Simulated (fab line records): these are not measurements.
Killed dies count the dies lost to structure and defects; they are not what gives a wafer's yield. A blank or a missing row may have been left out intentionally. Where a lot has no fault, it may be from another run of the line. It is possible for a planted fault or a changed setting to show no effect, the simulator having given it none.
fab line records	flow n5-finfet
[record] lots = 7	wafers = 21
route steps=1938 shown BEOL_M12@1649 BEOL_M13@1665 BEOL_M14@1743 BEOL_M15@1801 TV_OPEN@1888 PASSIVATION@1910
start-h: hours from the record's first day to the start of the lot's first wafer shown	wait-h: hours elapsed since this lot's preceding step	" unchanged from the row above	L1.1+2: one row covering several wafers at once	- no value present, or no start provided	* or withheld: withheld	< > ~ a bound
route shown NAME@n: names a module that has steps shown in the file, with the first one's number in the route	usual: average and standard deviation across the fault-free wafers	same: alike in all rows	chamber/n: place in a boat	sites: each site's reading	_std_site: standard deviation of those values	_edge_site: outer sites' mean less inner sites'	radius-mm: how far each site lies from the wafer's centre	mask NAME#n: copy n	behind: the most recent tool/chamber to have shaped the wafer	hold: why the lot went on hold/how many hours it stayed there/how the hold came to an end	device: transistor that didn't switch, given as n, p or np	end of line: tests of these same wafers at the route's end	where a step has no rows: the recipe by itself	killed: at the first sort, the dies lost to defects and structure; wafer yield is something else	map: the dies of a wafer, with x for killed, . for not killed, _ for no die there
set.NAME: setting as actually run; set.NAME@STEP: the setting as run at that earlier step	model.NAME: the simulator's own value behind a step, which no gauge read
one table per step and one row per wafer, for lots whose settings were changed on purpose
[[steps]]
[step N5_BEOL_M12_SPUTTER_44]
[recipe] material = Ta	target-thk-a = 100	temp-c = 50	bias-v = 80	power-w = 15000	chamber-pressure-pa = 0.07	time-s = 16.13
lot.wafer	tool	chamber	start-h	wait-h	set.time-s	model.Ta_of_BEOL_M12_SPUTTER_44.thk-nm
L074.1	pvd-sputter-02	-	215.07	0.0	16.13	9.6
L074.5	"	-	"	"	16.13	9.8
L074.6	"	-	"	"	16.13	10
L076.4	pvd-sputter-03	-	265.77	0.0	16.13	10
L076.5	"	-	"	"	16.13	9.8
L076.6	"	-	"	"	16.8	10.4
L081.3	pvd-sputter-01	-	296.82	0.0	16.13	10
L081.5+6	"	-	"	"	16.13	9.8
L086.1	pvd-sputter-03	-	313.03	0.0	16.13	10
L086.3	"	-	"	"	16.13	10.2
L086.6	"	-	"	"	14.31	9
L089.1+2	pvd-sputter-02	-	328.40	0.0	16.13	10
L089.4	"	-	"	"	16.13	9.8
L090.1+5	pvd-sputter-02	-	343.66	0.0	17.97	11.2
L090.3	"	-	"	"	16.13	9.8
L091.2	pvd-sputter-02	-	349.96	0.0	16.13	9.8
L091.4+5	"	-	"	"	16.13	10
[step N5_BEOL_M13_EXPOSE_07]
[recipe] mask-id = V12	na = 0.93	source-shape = conventional	sigma-outer = 0.6	polarization = unpolarized	attpsm-phase-deg = 180	dose-mj = 24.8
lot.wafer	tool	chamber	start-h	wait-h	mask	set.dose-mj
L074.1+5	krf-scanner-02	0	216.57	-	V12#0	24.8
L074.6	"	0	"	"	V12#0	23.22
L076.4+6	krf-scanner-01	0	267.48	-	V12#0	24.8
L076.5	"	0	"	"	V12#0	26.62
L081.3+6	krf-scanner-02	0	298.24	-	V12#0	24.8
L081.5	"	0	"	"	V12#0	23.11
L086.1	krf-scanner-02	0	314.63	-	V12#0	24.8
L086.3+6	"	0	"	"	V12#0	23.42
L089.1+2+4	krf-scanner-02	0	329.89	-	V12#0	24.8
L090.1+5	krf-scanner-01	0	345.22	-	V12#0	23.47
L090.3	"	0	"	"	V12#0	24.8
L091.2+4	krf-scanner-02	0	351.53	-	V12#0	24.8
L091.5	"	0	"	"	V12#0	26.01
[step N5_BEOL_M13_PEB_08]
[recipe] peb-temp-c = 130	peb-time-s = 90
[step N5_BEOL_M13_DEVELOP_09]
[recipe] develop-time-s = 45	rinse-liquid = diw	dry = air-spin	dev-temp-c = 21
[step N5_BEOL_M13_HARDBAKE_14]
[recipe] temp-c = 130	time-s = 120
[step N5_BEOL_M13_CD_MEAS_10]
[recipe] target-cd-nm = 190	landing-energy-ev = 500	detector = se-inlens	polarity = opening
[usual] cd-nm = 190.2/1
lot.wafer	tool	chamber	start-h	wait-h	set.dose-mj@BEOL_M13_EXPOSE_07	cd-nm
L074.1	cd-sem-01	0	216.74	-	24.8	189.5
L074.5	"	0	"	"	24.8	189.4
L074.6	"	0	"	"	23.22	181.8
L076.4	cd-sem-03	0	267.64	-	24.8	189.6
L076.5	"	0	"	"	26.62	197.3
L076.6	"	0	"	"	24.8	189.9
L081.3	cd-sem-03	0	298.40	-	24.8	189.6
L081.5	"	0	"	"	23.11	181.8
L081.6	"	0	"	"	24.8	189.5
L086.1	cd-sem-02	0	314.81	-	24.8	188.6
L086.3	"	0	"	"	23.42	182.5
L086.6	"	0	"	"	23.42	183.7
L089.1	cd-sem-01	0	330.06	-	24.8	191.4
L089.2	"	0	"	"	24.8	191.6
L089.4	"	0	"	"	24.8	190.3
L090.1	cd-sem-03	0	345.40	-	23.47	184.6
L090.3	"	0	"	"	24.8	190.8
L090.5	"	0	"	"	23.47	185.8
L091.2	cd-sem-03	0	351.70	-	24.8	190.8
L091.4	"	0	"	"	24.8	190.9
L091.5	"	0	"	"	26.01	195.4
[step N5_BEOL_M13_STRIP_71]
[recipe] chemistry = post-etch-residue-remover	time-s = 60	temp-c = 25	remover-ph = withheld	remover-water-wt-pct = withheld	remover-fluoride-wt-pct = withheld
[step N5_BEOL_M13_SRD_72]
[recipe] time-s = 30	temp-c = 23	rinse-liquid = diw	dry = n2-spin	spin-rpm = 1500	dry-time-s = 30
[step N5_BEOL_M13_CD_MEAS_17]
[recipe] target-cd-nm = 190	polarity = opening
[usual] cd-nm = 190.6/1.2
lot.wafer	tool	chamber	start-h	wait-h	set.dose-mj@BEOL_M13_EXPOSE_07	cd-nm
L074.1	cd-sem-01	-	217.41	0.0	24.8	190.3
L074.5	"	-	"	"	24.8	190.4
L074.6	"	-	"	"	23.22	181.4
L076.4	cd-sem-02	-	268.26	0.0	24.8	191.6
L076.5	"	-	"	"	26.62	198.8
L076.6	"	-	"	"	24.8	191.7
L081.3	cd-sem-01	-	299.02	0.0	24.8	190.6
L081.5	"	-	"	"	23.11	181.5
L081.6	"	-	"	"	24.8	189.9
L086.1	cd-sem-01	-	316.59	0.0	24.8	189.6
L086.3	"	-	"	"	23.42	183.7
L086.6	"	-	"	"	23.42	184.4
L089.1	cd-sem-03	-	330.68	0.0	24.8	192.3
L089.2	"	-	"	"	24.8	192.1
L089.4	"	-	"	"	24.8	191.1
L090.1	cd-sem-01	-	346.06	0.0	23.47	185.7
L090.3	"	-	"	"	24.8	190.2
L090.5	"	-	"	"	23.47	186.0
L091.2	cd-sem-03	-	352.37	0.0	24.8	191.7
L091.4	"	-	"	"	24.8	192.0
L091.5	"	-	"	"	26.01	196.0
[step N5_BEOL_M14_PEB_26]
[recipe] peb-temp-c = 130	peb-time-s = 90
lot.wafer	tool	chamber	start-h	wait-h	set.peb-temp-c
L074.1	litho-track-04	0	222.32	0.1	130
L074.5+6	"	0	"	"	126.8
L076.4	litho-track-02	0	273.84	0.0	133.3
L076.5+6	"	0	"	"	130
L081.3	litho-track-04	0	304.88	0.0	130
L081.5+6	"	0	"	"	128.6
L086.1+3	litho-track-01	0	325.60	0.1	128.4
L086.6	"	0	"	"	130
L089.1+2+4	litho-track-02	0	335.52	0.1	130
L090.1+3+5	litho-track-02	0	352.46	0.1	130
L091.2+5	litho-track-04	0	358.67	0.0	130
L091.4	"	0	"	"	132.7
[step N5_BEOL_M14_DEVELOP_27]
[recipe] develop-time-s = 45	rinse-liquid = diw	dry = air-spin	dev-temp-c = 21
[step N5_BEOL_M14_HARDBAKE_32]
[recipe] temp-c = 130	time-s = 120
[step N5_BEOL_M14_CD_MEAS_28]
[recipe] target-cd-nm = 284.4	landing-energy-ev = 500	detector = se-inlens
[usual] cd-nm = 284.0/1.5
lot.wafer	tool	chamber	start-h	wait-h	set.peb-temp-c@BEOL_M14_PEB_26	cd-nm
L074.1	cd-sem-03	0	222.43	-	130	284.6
L074.5	"	0	"	"	126.8	267.3
L074.6	"	0	"	"	126.8	268.0
L076.4	cd-sem-01	0	273.96	-	133.3	296.6
L076.5	"	0	"	"	130	284.5
L076.6	"	0	"	"	130	285.3
L081.3	cd-sem-03	0	304.99	-	130	285.6
L081.5	"	0	"	"	128.6	279.5
L081.6	"	0	"	"	128.6	277.9
L086.1	cd-sem-03	0	325.72	-	128.4	275.2
L086.3	"	0	"	"	128.4	274.9
L086.6	"	0	"	"	130	283.6
L089.1	cd-sem-03	0	335.64	-	130	286.1
L089.2	"	0	"	"	130	284.9
L089.4	"	0	"	"	130	284.8
L090.1	cd-sem-02	0	352.58	-	130	279.9
L090.3	"	0	"	"	130	279.5
L090.5	"	0	"	"	130	279.6
L091.2	cd-sem-01	0	358.79	-	130	282.4
L091.4	"	0	"	"	132.7	296.1
L091.5	"	0	"	"	130	284.8
[step N5_BEOL_M14_DESCUM_33]
[recipe] chemistry = O2	time-s = 7.9	source-power-w = 50	bias-power-w = 20	pressure-mtorr = 20	rf-frequency-hz = 2.712e+07	temp-c = 40	o2-flow-sccm = 225
lot.wafer	tool	chamber	start-h	wait-h	set.peb-temp-c@BEOL_M14_PEB_26	model.BEOL_M14.cd-nm
L074.1	rie-diel-04	0	222.52	0.0	130	284.4
L074.5	"	0	"	"	126.8	267.4
L074.6	"	3	"	"	126.8	268
L076.4	rie-diel-04	1	274.04	0.0	133.3	296.6
L076.5	"	1	"	"	130	284.4
L076.6	"	2	"	"	130	285.4
L081.3	rie-diel-01	2	305.57	0.5	130	285.8
L081.5	"	0	"	"	128.6	279.4
L081.6	"	1	"	"	128.6	277.6
L086.1	rie-diel-01	1	325.81	0.0	128.4	275.6
L086.3	"	3	"	"	128.4	275.4
L086.6	"	1	"	"	130	283.2
L089.1	rie-diel-01	3	336.12	0.4	130	286.2
L089.2+4	"	1,2	"	"	130	284.6
L090.1	rie-diel-03	3	353.13	0.5	130	280
L090.3	"	1	"	"	130	279.6
L090.5	"	3	"	"	130	279.8
L091.2	rie-diel-01	2	358.87	0.0	130	282.4
L091.4	"	2	"	"	132.7	296.4
L091.5	"	0	"	"	130	284.8
[step N5_BEOL_M14_ETCH_67]
[recipe] chemistry = CF4	target = SiARC	target-depth-a = 1430	time-s = 238.3	ion-energy-ev = 80	pressure-mtorr = 40	source-w = 545	bias-w = 36	Ar_flow_sccm = 100	cf4-flow-sccm = 100	ends = cleared
lot.wafer	tool	chamber	start-h	wait-h	set.peb-temp-c@BEOL_M14_PEB_26	model.BEOL_M14.cd-nm
L074.1	rie-diel-04	0	222.56	0.0	130	279.8
L074.5	"	0	"	"	126.8	263.2
L074.6	"	3	"	"	126.8	263.8
L076.4	rie-diel-04	1	274.08	0.0	133.3	292.6
L076.5	"	1	"	"	130	280.4
L076.6	"	2	"	"	130	282
L081.3	rie-diel-01	2	305.60	0.0	130	281.4
L081.5	"	0	"	"	128.6	275.6
L081.6	"	1	"	"	128.6	272.8
L086.1	rie-diel-01	1	325.85	0.0	128.4	270.8
L086.3	"	3	"	"	128.4	271
L086.6	"	1	"	"	130	278.4
L089.1	rie-diel-01	3	336.16	0.0	130	281.6
L089.2	"	1	"	"	130	280.2
L089.4	"	2	"	"	130	279.8
L090.1+3	rie-diel-03	3,1	353.17	0.0	130	275.4
L090.5	"	3	"	"	130	275.6
L091.2	rie-diel-01	2	358.91	0.0	130	277.6
L091.4	"	2	"	"	132.7	291.6
L091.5	"	0	"	"	130	280.2
[step N5_BEOL_M14_ETCH_68]
[recipe] chemistry = N2/H2	target = SOC	mask-material = SiARC	source-w = 3000	bias-w = 350	temp-c = 40	time-s = 450	ion-energy-ev = 200	pressure-mtorr = 30	n2-flow-sccm = 200	h2-flow-sccm = 200
lot.wafer	tool	chamber	start-h	wait-h	set.time-s	set.peb-temp-c@BEOL_M14_PEB_26	model.BEOL_M14.cd-nm	model.SiARC_of_BEOL_M14_COAT_66.thk-nm
L074.1	rie-diel-04	0	222.70	0.1	450	130	280.2	64.6
L074.5	"	0	"	"	414.6	126.8	262.6	68.8
L074.6	"	3	"	"	414.6	126.8	264	66.8
L076.4	rie-diel-04	1	274.22	0.1	450	133.3	292	65.6
L076.5	"	1	"	"	450	130	280.4	65.8
L076.6	"	2	"	"	450	130	283.2	65.6
L081.3	rie-diel-01	2	305.75	0.1	450	130	280.6	66.2
L081.5	"	0	"	"	450	128.6	274.6	65.8
L081.6	"	1	"	"	450	128.6	272.8	65.8
L086.1	rie-diel-01	1	326.00	0.1	450	128.4	271.8	65.6
L086.3	"	3	"	"	450	128.4	270.8	65
L086.6	"	1	"	"	450	130	280	65.4
L089.1	rie-diel-01	3	336.30	0.1	450	130	281.2	64.8
L089.2	"	1	"	"	450	130	279.6	65.4
L089.4	"	2	"	"	450	130	279.8	65.6
L090.1	rie-diel-03	3	353.31	0.1	537.9	130	279	56
L090.3	"	1	"	"	450	130	274	65.4
L090.5	"	3	"	"	537.9	130	277.2	56
L091.2	rie-diel-01	2	359.05	0.1	542.5	130	279.4	57.6
L091.4	"	2	"	"	450	132.7	291.2	66.2
L091.5	"	0	"	"	450	130	280.4	65
[step N5_BEOL_M15_PEB_26]
[recipe] peb-temp-c = 130	peb-time-s = 90
lot.wafer	tool	chamber	start-h	wait-h	set.peb-temp-c
L074.1+6	litho-track-03	0	228.00	0.1	130
L074.5	"	0	"	"	128.7
L076.4+6	litho-track-03	0	279.53	0.0	130
L076.5	"	0	"	"	132
L081.3+5	litho-track-05	0	314.47	0.0	130
L081.6	"	0	"	"	127.6
L086.1+3+6	litho-track-04	0	331.92	0.1	130
L089.1+2+4	litho-track-05	0	341.96	0.1	130
L090.1+3+5	litho-track-04	0	359.44	0.1	127.2
L091.2+5	litho-track-03	0	365.66	0.0	130
L091.4	"	0	"	"	133.7
[step N5_BEOL_M15_DEVELOP_27]
[recipe] develop-time-s = 45	rinse-liquid = diw	dry = air-spin	dev-temp-c = 21
[step N5_BEOL_M15_HARDBAKE_32]
[recipe] temp-c = 130	time-s = 120
[step N5_BEOL_M15_CD_MEAS_28]
[recipe] target-cd-nm = 407.6	landing-energy-ev = 500	detector = se-inlens
[usual] cd-nm = 408.0/1.9
lot.wafer	tool	chamber	start-h	wait-h	set.peb-temp-c@BEOL_M15_PEB_26	cd-nm
L074.1	cd-sem-02	0	228.12	-	130	405.3
L074.5	"	0	"	"	128.7	400.2
L074.6	"	0	"	"	130	406.7
L076.4	cd-sem-02	0	279.65	-	130	405.6
L076.5	"	0	"	"	132	413.2
L076.6	"	0	"	"	130	406.3
L081.3	cd-sem-02	0	314.58	-	130	407.7
L081.5	"	0	"	"	130	407.5
L081.6	"	0	"	"	127.6	395.3
L086.1	cd-sem-03	0	332.03	-	130	406.7
L086.3	"	0	"	"	130	406.1
L086.6	"	0	"	"	130	407.4
L089.1	cd-sem-01	0	342.08	-	130	405.7
L089.2	"	0	"	"	130	406.8
L089.4	"	0	"	"	130	405.4
L090.1	cd-sem-01	0	359.56	-	127.2	394.1
L090.3	"	0	"	"	127.2	393.6
L090.5	"	0	"	"	127.2	394.4
L091.2	cd-sem-01	0	365.77	-	130	408.6
L091.4	"	0	"	"	133.7	424.0
L091.5	"	0	"	"	130	409.2
[step N5_BEOL_M15_DESCUM_33]
[recipe] chemistry = O2	time-s = 7.9	source-power-w = 50	bias-power-w = 20	pressure-mtorr = 20	rf-frequency-hz = 2.712e+07	temp-c = 40	o2-flow-sccm = 225
lot.wafer	tool	chamber	start-h	wait-h	set.peb-temp-c@BEOL_M15_PEB_26	model.BEOL_M15.cd-nm
L074.1	rie-diel-05	1	228.21	0.0	130	405.4
L074.5	"	0	"	"	128.7	400
L074.6	"	1	"	"	130	406.6
L076.4	rie-diel-05	2	279.91	0.2	130	405.4
L076.5	"	0	"	"	132	413.2
L076.6	"	3	"	"	130	406.4
L081.3	rie-diel-05	2	315.86	1.2	130	408
L081.5	"	2	"	"	130	407.2
L081.6	"	1	"	"	127.6	395.4
L086.1	rie-diel-05	0	332.12	0.0	130	406.8
L086.3	"	2	"	"	130	406.2
L086.6	"	2	"	"	130	407.4
L089.1	rie-diel-06	1	342.17	0.0	130	405.8
L089.2	"	3	"	"	130	406.8
L089.4	"	1	"	"	130	405.6
L090.1	rie-diel-05	0	359.74	0.1	127.2	394.2
L090.3	"	3	"	"	127.2	393.2
L090.5	"	2	"	"	127.2	394.6
L091.2	rie-diel-02	0	365.86	0.0	130	408.6
L091.4	"	3	"	"	133.7	424
L091.5	"	0	"	"	130	409
[step N5_BEOL_M15_ETCH_61]
[recipe] chemistry = N2/H2	target = BARC	target-depth-a = 890	overetch-a = 267	time-s = 67.9	ion-energy-ev = 200	pressure-mtorr = 30	source-w = 840	bias-w = 150	n2-flow-sccm = 200	h2-flow-sccm = 200
[step N5_BEOL_M15_TRENCH_ETCH_34]
[recipe] chemistry = C4F8/O2/Ar	target = SiO2	target-depth-a = 8729.3	he-inner-torr = 15	he-outer-torr = 30	time-s = 199	ion-energy-ev = 800	pressure-mtorr = 20	source-w = 1905	bias-w = 2040	Ar_flow_sccm = 400	C4F8_flow_sccm = 16	O2_flow_sccm = 12
[step N5_BEOL_M15_STRIP_62]
[recipe] chemistry = O2	power-w = 600	temp-c = 60	pressure-mtorr = 30	rf-frequency-hz = 6e+07	bias-power-w = 0	overash-fraction = 0.3	o2-flow-sccm = 225
[step N5_BEOL_M15_STRIP_37]
[recipe] chemistry = O2	power-w = 600	temp-c = 60	pressure-mtorr = 30	rf-frequency-hz = 6e+07	bias-power-w = 0	overash-fraction = 0.3	o2-flow-sccm = 225
[step N5_BEOL_M15_ETCH_38]
[recipe] chemistry = CF4/N2	target = SiCN	target-depth-a = 1064	taper-deg = 2	time-s = 120.5	ion-energy-ev = 150	mask-material = SiO2	pressure-mtorr = 40	source-w = 430	bias-w = 70	Ar_flow_sccm = 100	cf4-flow-sccm = 60	n2-flow-sccm = 60
lot.wafer	tool	chamber	start-h	wait-h	set.peb-temp-c@BEOL_M15_PEB_26	model.BEOL_M15.cd-nm
L074.1	rie-diel-06	0	-	-	130	397.6
L074.5	"	0	"	"	128.7	391.6
L074.6	"	1	"	"	130	398
L076.4	rie-diel-05	0	-	-	130	398
L076.5	"	2	"	"	132	406.4
L076.6	"	3	"	"	130	399.4
L081.3	rie-diel-02	3	-	-	130	399.8
L081.5	"	2	"	"	130	399.4
L081.6	"	3	"	"	127.6	388
L086.1	rie-diel-05	1	-	-	130	399.6
L086.3	"	2	"	"	130	399.2
L086.6	"	3	"	"	130	399.8
L089.1	rie-diel-02	1	-	-	130	397.8
L089.2	"	3	"	"	130	399.6
L089.4	"	0	"	"	130	397.2
L090.1+5	rie-diel-06	2	-	-	127.2	386.8
L090.3	"	0	"	"	127.2	387.2
L091.2	rie-diel-06	2	-	-	130	401.2
L091.4	"	1	"	"	133.7	416.8
L091.5	"	2	"	"	130	402.2
[step N5_PASSIVATION_VIA_ETCH_13]
[recipe] chemistry = CHF3/O2	target = SiO2	target-depth-a = 6600	CHF3_flow_sccm = 50	O2_flow_sccm = 5	Ar_flow_sccm = 200	time-s = 330	mask-material = PR	pressure-mtorr = 30	source-w = 650	bias-w = 170	ion-energy-ev = 200	ends = cleared
[usual] rf-vpp-V = 521/3.4
lot.wafer	tool	chamber	start-h	wait-h	set.bias-w	rf-vpp-V
L074.1	rie-diel-05	1	237.51	0.0	170	520
L074.5	"	3	"	"	170	526
L074.6	"	0	"	"	170	524
L076.4	rie-diel-02	0	291.88	0.0	170	518
L076.5	"	2	"	"	170	519
L076.6	"	1	"	"	170	518
L081.3	rie-diel-06	3	326.09	0.0	170	518
L081.5	"	3	"	"	148.4	464
L081.6	"	2	"	"	170	525
L086.1	rie-diel-02	3	343.62	0.0	154	484
L086.3	"	1	"	"	154	479
L086.6	"	0	"	"	170	518
L089.1	rie-diel-05	1	356.01	0.0	170	518
L089.2	"	0	"	"	170	524
L089.4	"	2	"	"	170	526
L090.1	rie-diel-06	1	372.17	0.0	153.8	482
L090.3	"	3	"	"	153.8	476
L090.5	"	3	"	"	170	514
L091.2	rie-diel-06	3	377.40	0.0	170	515
L091.4	"	0	"	"	170	521
L091.5	"	3	"	"	170	516
[step N5_PASSIVATION_ETCH_59]
[recipe] chemistry = Cl2/BCl3	target = TaN	target-depth-a = 650	time-s = 34.9	ion-energy-ev = 100	pressure-mtorr = 10	icp-w = 900	bias-w = 100	Cl2_flow_sccm = 60	bcl3-flow-sccm = 30
lot.wafer	tool	chamber	start-h	wait-h	set.time-s	model.etch.depth-nm
L074.1	rie-metal-02	0	239.16	0.3	28.67	52.89
L074.5	"	0	"	"	34.9	64.46
L074.6	"	1	"	"	34.9	65.98
L076.4	rie-metal-03	1	294.85	0.2	34.9	67.42
L076.5	"	0	"	"	34.9	66.1
L076.6	"	1	"	"	34.9	66.99
L081.3	rie-metal-03	1	328.65	0.2	34.9	66.59
L081.5	"	1	"	"	34.9	67.75
L081.6	"	0	"	"	39.57	75.66
L086.1	rie-metal-01	1	345.49	0.3	34.9	65.71
L086.3	"	0	"	"	38.51	71.09
L086.6	"	1	"	"	38.51	72.58
L089.1	rie-metal-03	0	358.82	0.3	34.9	65.47
L089.2	"	1	"	"	34.9	66.08
L089.4	"	1	"	"	34.9	66.59
L090.1	rie-metal-03	0	374.12	0.3	32.76	61.57
L090.3	"	1	"	"	34.9	66
L090.5	"	1	"	"	32.76	61.75
L091.2	rie-metal-02	1	379.40	0.3	34.9	65.34
L091.4	"	0	"	"	32.2	59.33
L091.5	"	0	"	"	32.2	59.25
[[key]]
[split] step = N5_BEOL_M12_SPUTTER_44	setting = time-s	stated = 16.13	by = wafer
[response] step = N5_BEOL_M12_SPUTTER_44	reading = model.Ta_of_BEOL_M12_SPUTTER_44.thk-nm	change = +0.111	per = 1%	r = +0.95
[split] step = N5_BEOL_M13_EXPOSE_07	setting = dose-mj	stated = 24.8	by = wafer
[response] step = N5_BEOL_M13_CD_MEAS_10	reading = cd-nm	change = +1.07	per = 1%	r = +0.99
[response] step = N5_BEOL_M13_CD_MEAS_17	reading = cd-nm	change = +1.08	per = 1%	r = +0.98
[split] step = N5_BEOL_M14_PEB_26	setting = peb-temp-c	stated = 130	by = wafer
[response] step = N5_BEOL_M14_CD_MEAS_28	reading = cd-nm	change = +5.91	per = 1%	r = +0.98
[response] step = N5_BEOL_M14_DESCUM_33	reading = model.BEOL_M14.cd-nm	change = +5.89	per = 1%	r = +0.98
[response] step = N5_BEOL_M14_ETCH_67	reading = model.BEOL_M14.cd-nm	change = +5.77	per = 1%	r = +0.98
[response] step = N5_BEOL_M14_ETCH_68	reading = model.BEOL_M14.cd-nm	change = +5.6	per = 1%	r = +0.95
[split] step = N5_BEOL_M14_ETCH_68	setting = time-s	stated = 450	by = wafer
[response] step = N5_BEOL_M14_ETCH_68	reading = model.SiARC_of_BEOL_M14_COAT_66.thk-nm	change = -0.431	per = 1%	r = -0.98
[split] step = N5_BEOL_M15_PEB_26	setting = peb-temp-c	stated = 130	by = wafer
[response] step = N5_BEOL_M15_CD_MEAS_28	reading = cd-nm	change = +5.55	per = 1%	r = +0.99
[response] step = N5_BEOL_M15_DESCUM_33	reading = model.BEOL_M15.cd-nm	change = +5.58	per = 1%	r = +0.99
[response] step = N5_BEOL_M15_ETCH_38	reading = model.BEOL_M15.cd-nm	change = +5.54	per = 1%	r = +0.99
[split] step = N5_PASSIVATION_VIA_ETCH_13	setting = bias-w	stated = 170	by = wafer
[response] step = N5_PASSIVATION_VIA_ETCH_13	reading = rf-vpp-V	change = +4.14	per = 1%	r = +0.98
[split] step = N5_PASSIVATION_ETCH_59	setting = time-s	stated = 34.9	by = wafer
[response] step = N5_PASSIVATION_ETCH_59	reading = model.etch.depth-nm	change = +0.67	per = 1%	r = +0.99
